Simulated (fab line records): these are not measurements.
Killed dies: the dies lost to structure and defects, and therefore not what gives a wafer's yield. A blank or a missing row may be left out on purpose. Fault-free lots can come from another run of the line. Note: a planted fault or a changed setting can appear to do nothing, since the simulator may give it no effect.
fab line records	flow nandHarc
record: lots: 13	wafers: 39	lastDay: 34
route steps=1302 shown A_START@389 A_ZERO_WELL@403 A_ONON_D1@424 END@1302
lots untouched by any fault: they come from a run of this same line in which no faults occurred
startH: start of the lot's first displayed wafer, in hours after the record's first day	waitH: how many hours have passed since the lot's step before this one	" the same as in the row above	L1.1+2: a row that stands for several wafers	- no value, or no start was given	* or withheld: withheld	< > ~ a bound
route shown NAME@n: NAME is a module with steps in the file, n the number in the route of the first one	usual: mean and standard deviation over wafers with no fault	same: alike in all rows	chamber/n: place in a boat	sites: the reading at each site	_std_site: standard deviation of those values	_edge_site: the outer-site mean with the inner-site mean subtracted	radiusMm: for every site, how far away it sits from the centre of the wafer	mask NAME#n: copy n	behind: the most recent tool/chamber to have shaped the wafer	hold: the reason the lot was held/the length of the hold in hours/how it ended	device: transistor that didn't switch, given as n, p or np	end of line: the route-end tests of the same wafers	a step given without rows: its recipe and nothing more	killed: the dies lost at the first sort to structure and to defects; this is not the yield of the wafer	map: per-die view of a wafer (x killed, . not killed, _ where there is no die)
set.NAME: the run value of the setting; set.NAME@STEP: its run value at that earlier step	model.NAME: the simulator's own value behind a step, which no gauge read
one table for each step of the route and one row for each wafer, over a sample of lots
services: the hour from which a tool's chamber was out of use, counted from the record's first day as startH (under 0 if before that day), plus the number of hours and why
== steps ==
step: NHARC_A_START_INSPECT_01
usual: rawDefectCount: 3.5/1.8
lot.wafer	tool	chamber	startH	waitH	rawDefectCount
L771.2	defectInspect-02	-	133.90	-	3
L771.5	"	-	"	"	4
L771.6	"	-	"	"	5
L772.2	defectInspect-02	-	145.93	-	4
L772.5	"	-	"	"	4
L772.6	"	-	"	"	2
L773.1	defectInspect-02	-	167.50	-	3
L773.2	"	-	"	"	5
L773.6	"	-	"	"	1
L774.1	defectInspect-01	-	172.67	-	3
L774.3	"	-	"	"	8
L774.5	"	-	"	"	3
L776.2	defectInspect-01	-	192.08	-	7
L776.3	"	-	"	"	7
L776.4	"	-	"	"	3
L777.3	defectInspect-01	-	202.86	-	3
L777.5	"	-	"	"	5
L777.6	"	-	"	"	7
L783.2	defectInspect-02	-	257.18	-	3
L783.4	"	-	"	"	3
L783.5	"	-	"	"	3
L784.1	defectInspect-01	-	283.53	-	4
L784.3	"	-	"	"	4
L784.4	"	-	"	"	5
L788.2	defectInspect-02	-	309.07	-	4
L788.3	"	-	"	"	0
L788.6	"	-	"	"	7
L789.2	defectInspect-02	-	313.35	-	2
L789.4	"	-	"	"	1
L789.5	"	-	"	"	2
L790.4	defectInspect-01	-	333.58	-	4
L790.5	"	-	"	"	3
L790.6	"	-	"	"	5
L793.1	defectInspect-01	-	358.06	-	1
L793.4	"	-	"	"	5
L793.6	"	-	"	"	4
L794.2	defectInspect-01	-	366.00	-	6
L794.3	"	-	"	"	6
L794.5	"	-	"	"	2
step: NHARC_A_ZERO_WELL_DESCUM_12
recipe: timeS: 3	o2FlowSccm: 200	arFlowSccm: 0	biasPowerW: 0	chemistry: O2
usual: chamberPressureMTorr: 60.01/0.052	drypumpMotorCurrentA: 5.6/0.61	oesProductAu: 0.996/0.01	rfVppV: 57.7/0.82	showerheadPlenumPTorr: 1.90/0.067	throttleValvePct: 11.311/0.0083
same: timeS: 3
lot.wafer	tool	chamber	startH	waitH	chamberPressureMTorr	drypumpMotorCurrentA	oesProductAu	rfHoursCounterH	rfVppV	showerheadPlenumPTorr	throttleValvePct
L771.2	rieDiel-10	1	134.91	-	59.95	4.8	1.009	1	57.3	1.81	11.319
L771.6	"	2	"	"	60.06	5.4	0.994	-	57.6	1.92	11.292
L771.5	"	3	"	"	60.05	4.8	1.005	-	57.1	1.88	11.325
L772.2	rieDiel-10	1	146.95	-	59.97	4.9	1.004	2	57.8	1.81	11.314
L772.6	"	2	"	"	59.94	5.4	0.984	-	56.4	1.92	11.306
L772.5	"	3	"	"	60.01	4.8	0.998	-	58.9	1.88	11.301
L773.1	rieDiel-12	1	168.50	-	60.12	6.7	0.988	11	58.2	1.84	11.312
L773.2	"	2	"	"	60.10	5.6	0.986	11	58.5	1.95	11.306
L773.6	"	1	"	"	60.04	6.7	0.991	-	57.9	1.84	11.300
L774.1	rieDiel-10	0	173.68	-	59.95	5.8	1.005	3	57.4	1.97	11.300
L774.3	"	1	"	"	59.94	4.8	0.985	3	56.5	1.81	11.306
L774.5	"	3	"	"	60.04	4.8	0.995	-	57.2	1.88	11.331
L776.3	rieDiel-10	1	193.07	-	59.98	4.8	0.999	3	57.9	1.81	11.320
L776.2	"	2	"	"	59.97	5.5	0.993	3	57.0	1.92	11.297
L776.4	"	3	"	"	60.03	4.8	0.995	3	58.7	1.88	11.299
L777.3	rieDiel-12	0	203.73	-	59.94	6.6	0.988	15	58.5	1.90	11.317
L777.6	"	0	"	"	60.02	6.6	0.982	-	57.9	1.90	11.312
L777.5	"	1	"	"	60.03	6.7	0.999	-	59.0	1.83	11.317
L783.2	rieDiel-12	1	258.05	-	60.08	6.7	0.995	27	58.2	1.83	11.318
L783.4	"	2	"	"	59.96	5.5	0.993	27	58.6	1.94	11.307
L783.5	"	1	"	"	60.06	6.7	0.994	-	58.1	1.83	11.307
L784.4	rieDiel-09	0	284.54	-	60.01	6.4	0.978	53	56.9	1.82	11.307
L784.1	"	1	"	"	60.02	5.5	0.984	50	58.7	2.04	11.308
L784.3	"	2	"	"	60.02	6.3	1.002	51	56.7	1.83	11.304
L788.2	rieDiel-09	0	310.08	-	60.00	6.4	0.977	62	57.6	1.82	11.305
L788.3	"	1	"	"	59.96	5.5	0.981	58	57.3	2.04	11.323
L788.6	"	3	"	"	59.99	6.0	1.005	-	58.4	2.00	11.320
L789.4	rieDiel-12	3	314.35	-	60.04	5.8	0.999	8	57.1	1.83	11.321
L789.2	"	0	"	"	59.99	6.6	0.994	7	57.3	1.90	11.327
L789.5	"	2	"	"	59.97	5.5	0.994	-	57.4	1.94	11.310
L790.5	rieDiel-10	2	334.61	-	59.98	5.4	0.989	-	57.4	1.92	11.304
L790.6	"	3	"	"	59.93	4.8	1.012	-	56.3	1.88	11.311
L790.4	"	0	"	"	60.03	5.8	1.002	-	58.8	1.97	11.302
L793.4	rieDiel-09	0	358.95	-	59.93	6.4	1.006	10	58.1	1.82	11.317
L793.1	"	1	"	"	59.97	5.5	1.003	10	57.9	2.03	11.311
L793.6	"	3	"	"	60.02	6.0	1.016	-	58.3	2.00	11.313
L794.2	rieDiel-10	3	367.02	-	59.99	4.8	1.034	4	57.2	1.88	11.293
L794.3	"	0	"	"	60.08	5.8	1.003	4	57.5	1.97	11.302
L794.5	"	2	"	"	59.95	5.5	0.999	-	58.5	1.92	11.323
step: NHARC_A_ONON_D1_DEP_00
recipe: targetThkA: 10000	n2FlowSccm: 2750	n2oFlowSccm: 2000	nh3FlowSccm: 500	sih4FlowSccm: 210	tempC: 400
usual: n2oFlowSccm: 1999/5.9	susceptorTempC: 400.02/0.25
lot.wafer	tool	chamber	startH	waitH	n2oFlowSccm	susceptorTempC
L771.2	pecvdOnon-01	0	155.66	0.1	2001	399.81
L771.5	"	0	"	"	1998	399.93
L771.6	"	0	"	"	2005	399.61
L772.2	pecvdOnon-02	0	168.60	0.1	2002	399.79
L772.5	"	0	"	"	2002	400.01
L772.6	"	0	"	"	1997	399.79
L773.1	pecvdOnon-01	0	190.94	0.1	1999	400.28
L773.2	"	0	"	"	2001	400.27
L773.6	"	0	"	"	1994	399.90
L774.1	pecvdOnon-03	0	195.53	0.1	2006	400.01
L774.3	"	0	"	"	1992	399.98
L774.5	"	0	"	"	1998	400.12
L776.2	pecvdOnon-01	0	215.07	0.1	2004	399.79
L776.3	"	0	"	"	1988	399.72
L776.4	"	0	"	"	2002	399.56
L777.3	pecvdOnon-02	0	225.32	0.2	1995	399.58
L777.5	"	0	"	"	1996	400.13
L777.6	"	0	"	"	2001	399.94
L783.2	pecvdOnon-02	0	278.74	0.1	2005	399.82
L783.4	"	0	"	"	1996	399.46
L783.5	"	0	"	"	1990	399.97
L784.1	pecvdOnon-02	0	305.28	0.1	1997	399.90
L784.3	"	0	"	"	2005	399.96
L784.4	"	0	"	"	1998	399.64
L788.2	pecvdOnon-01	0	331.53	0.1	2002	399.76
L788.3	"	0	"	"	2007	399.70
L788.6	"	0	"	"	2002	399.97
L789.2	pecvdOnon-01	0	338.66	0.1	2000	400.22
L789.4	"	0	"	"	2003	399.85
L789.5	"	0	"	"	2002	400.08
L790.4	pecvdOnon-03	0	355.62	0.2	1982	400.13
L790.5	"	0	"	"	1994	400.47
L790.6	"	0	"	"	2005	400.32
L793.1	pecvdOnon-01	0	377.93	0.1	2000	400.29
L793.4	"	0	"	"	1997	400.06
L793.6	"	0	"	"	1994	400.12
L794.2	pecvdOnon-02	0	389.18	0.1	1988	400.31
L794.3	"	0	"	"	1995	400.35
L794.5	"	0	"	"	1991	400.15
step: NHARC_A_ONON_D1_THK_MEAS_02
recipe: thkMeasGauge: ellipsometry
usual: thkNm: 1000/9.5
lot.wafer	tool	chamber	startH	waitH	thkNm
L771.2	filmMetro-01	-	156.12	-	979
L771.5	"	-	"	"	980
L771.6	"	-	"	"	979
L772.2	filmMetro-01	-	169.05	-	990
L772.5	"	-	"	"	992
L772.6	"	-	"	"	993
L773.1	filmMetro-02	-	191.45	-	1021
L773.2	"	-	"	"	1019
L773.6	"	-	"	"	1019
L774.1	filmMetro-01	-	196.04	-	1002
L774.3	"	-	"	"	1002
L774.5	"	-	"	"	1002
L776.2	filmMetro-01	-	215.52	-	998
L776.3	"	-	"	"	998
L776.4	"	-	"	"	999
L777.3	filmMetro-01	-	225.71	-	986
L777.5	"	-	"	"	988
L777.6	"	-	"	"	987
L783.2	filmMetro-02	-	279.20	-	1098
L783.4	"	-	"	"	1098
L783.5	"	-	"	"	1099
L784.1	filmMetro-02	-	305.82	-	1098
L784.3	"	-	"	"	1100
L784.4	"	-	"	"	1099
L788.2	filmMetro-02	-	331.98	-	1003
L788.3	"	-	"	"	1002
L788.6	"	-	"	"	1002
L789.2	filmMetro-02	-	339.12	-	1005
L789.4	"	-	"	"	1003
L789.5	"	-	"	"	1003
L790.4	filmMetro-02	-	355.95	-	997
L790.5	"	-	"	"	998
L790.6	"	-	"	"	996
L793.1	filmMetro-01	-	378.44	-	1012
L793.4	"	-	"	"	1012
L793.6	"	-	"	"	1013
L794.2	filmMetro-01	-	389.63	-	1012
L794.3	"	-	"	"	1013
L794.5	"	-	"	"	1014
step: NHARC_END_SORT_01
recipe: tempC: 25
usual: killedAtArray: 59/20	killedAtOther: 0.8/1.2	killedAtPeriphery: 3.5/2.2	killedDies: 63/20	killedOpen: 3.3/1.8	killedShort: 2.6/1.7
same: grossDies: 677
lot.wafer	tool	chamber	startH	waitH	killedAtArray	killedAtOther	killedAtPeriphery	killedDies	killedOpen	killedShort
L783.2	prober-01	0	679.39	2.8	675	1	1	677	1	5
L783.4	prober-01	0	680.98	3.4	676	0	1	677	4	4
L783.5	prober-01	0	681.78	3.7	676	0	1	677	4	1
L784.1	prober-01	0	693.13	2.5	673	1	3	677	2	1
L784.3	prober-01	0	694.74	3.1	673	0	4	677	6	2
L784.4	prober-01	0	695.54	3.4	674	1	2	677	2	1
killed by level:class
L783.2 A_ONON_D1:areaDep=575 A_SLIT:chamberFilmFlake=29 A_CHANNEL_HOLE_D1:chamberFilmFlake=28 A_CHANNEL_HOLE_D2:chamberFilmFlake=26 A_CONTACT:chamberFilmFlake=7 A_DECK1_JOINT:geometricParticle:short=2 A_CHANNEL_HOLE_D1:geometricParticle:short=1 A_CHANNEL_HOLE_D2:geometricParticle:short=1
L783.4 A_ONON_D1:areaDep=577 A_CHANNEL_HOLE_D1:chamberFilmFlake=38 A_SLIT:chamberFilmFlake=27 A_CHANNEL_HOLE_D2:chamberFilmFlake=11 A_CONTACT:chamberFilmFlake=10 A_WL_FILL:geometricParticle:short=2 A_STAIRCASE:chamberFilmFlake=2 P_GATE:geometricParticle:open=1
L783.5 A_ONON_D1:areaDep=583 A_SLIT:chamberFilmFlake=37 A_CHANNEL_HOLE_D1:chamberFilmFlake=26 A_CHANNEL_HOLE_D2:chamberFilmFlake=16 A_CONTACT:chamberFilmFlake=5 P_CONTACT:geometricParticle:open=1 A_CHANNEL_FILL_D1:geometricParticle:open=1 A_DECK1_JOINT:geometricParticle:short=1
L784.1 A_ONON_D1:areaDep=634 A_CHANNEL_HOLE_D1:chamberFilmFlake=14 A_CONTACT:chamberFilmFlake=9 A_SLIT:chamberFilmFlake=5 A_SGD_CUT:chamberFilmFlake=3 P_STI:chamberFilmFlake=2 A_CHANNEL_FILL_D2:chamberFilmFlake=2 A_M0:chamberFilmFlake=2
L784.3 A_ONON_D1:areaDep=638 A_SGD_CUT:chamberFilmFlake=8 A_CONTACT:chamberFilmFlake=8 A_CHANNEL_HOLE_D1:chamberFilmFlake=7 A_SLIT:chamberFilmFlake=2 A_M0:chamberFilmFlake=2 P_STI:geometricParticle:open=1 A_SOURCE_PLATE:geometricParticle:open=1
L784.4 A_ONON_D1:areaDep=647 A_SGD_CUT:chamberFilmFlake=11 A_CONTACT:chamberFilmFlake=5 A_CHANNEL_HOLE_D1:chamberFilmFlake=4 A_M0:chamberFilmFlake=2 A_ONON_D1:geometricParticle:short=1 A_CHANNEL_FILL_D1:geometricParticle:open=1 A_BLC:geometricParticle:open=1
== services ==
tool	chamber	startH	hours	kind
rieDiel-10	1	120.14	4.9	repair
rieDiel-12	2	121.29	4.2	repair
rieDiel-10	0	123.52	-	clean
rieDiel-10	2	123.52	-	clean
rieDiel-10	3	123.52	-	clean
rieDiel-09	-	129.79	2.1	repair
rieDiel-09	-	144.03	9.0	pm
rieDiel-10	0	148.02	-	clean
pecvdOnon-02	-	185.00	13.0	pm
rieDiel-09	3	209.09	12.3	repair
pecvdOnon-03	-	227.25	13.0	pm
rieDiel-10	-	242.50	9.0	pm
rieDiel-12	-	268.45	9.0	pm
pecvdOnon-01	-	269.00	13.0	pm
rieDiel-09	3	276.97	3.4	repair
pecvdOnon-01	-	287.74	3.0	repair
rieDiel-09	2	290.61	8.1	repair
rieDiel-12	0	320.12	4.0	repair
rieDiel-09	-	321.03	9.0	pm
rieDiel-10	1	331.39	4.3	repair
rieDiel-12	-	336.01	3.4	repair
rieDiel-12	0	357.04	10.0	repair
rieDiel-12	-	364.47	4.9	repair
pecvdOnon-02	-	366.00	13.0	pm
== key ==
firstSign: step: NHARC_A_ONON_D1_THK_MEAS_02	reading: thkNm	direction: up	sigmas: 10	usual: 1000	struck: 1099
effect: step: NHARC_END_SORT_01	reading: killedAtArray	direction: up	sigmas: 31	usual: 59	struck: 674
moreKillsBornAt: NHARC_A_ONON_D1_DEP_00@pecvdOnon-02: 3654
metAt NHARC_A_ONON_D1_DEP_00
struckLots L783,L784
laterRowsLeftOut L783.2,L783.4,L783.5,L784.1,L784.3,L784.4
testerLeftOut L783,L784
notActingAt NHARC_A_START_INSPECT_01,NHARC_A_ZERO_WELL_DESCUM_12
onsetBetween 225.32 278.74
fault: kind: processParameterDrift	tool: pecvdOnon-02	chamber: -	onsetH: 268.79	steps: NHARC_A_ONON_D1_DEP_00	channel: targetThkA	offset: *	shape: step	endH: 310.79	actsIn: *	stated: *
testerLeftOut: of these lots the tester's yield and bins aren't shown, on N5 and GAA mostly nor the transistor test; their killed dies are dies lost to structure and defects alone, not to doping, threshold or leakage, so they don't give the yield
laterRowsLeftOut: the simulator's readings of these wafers behind a module that went badly wrong aren't trusted and aren't shown, but for the sort
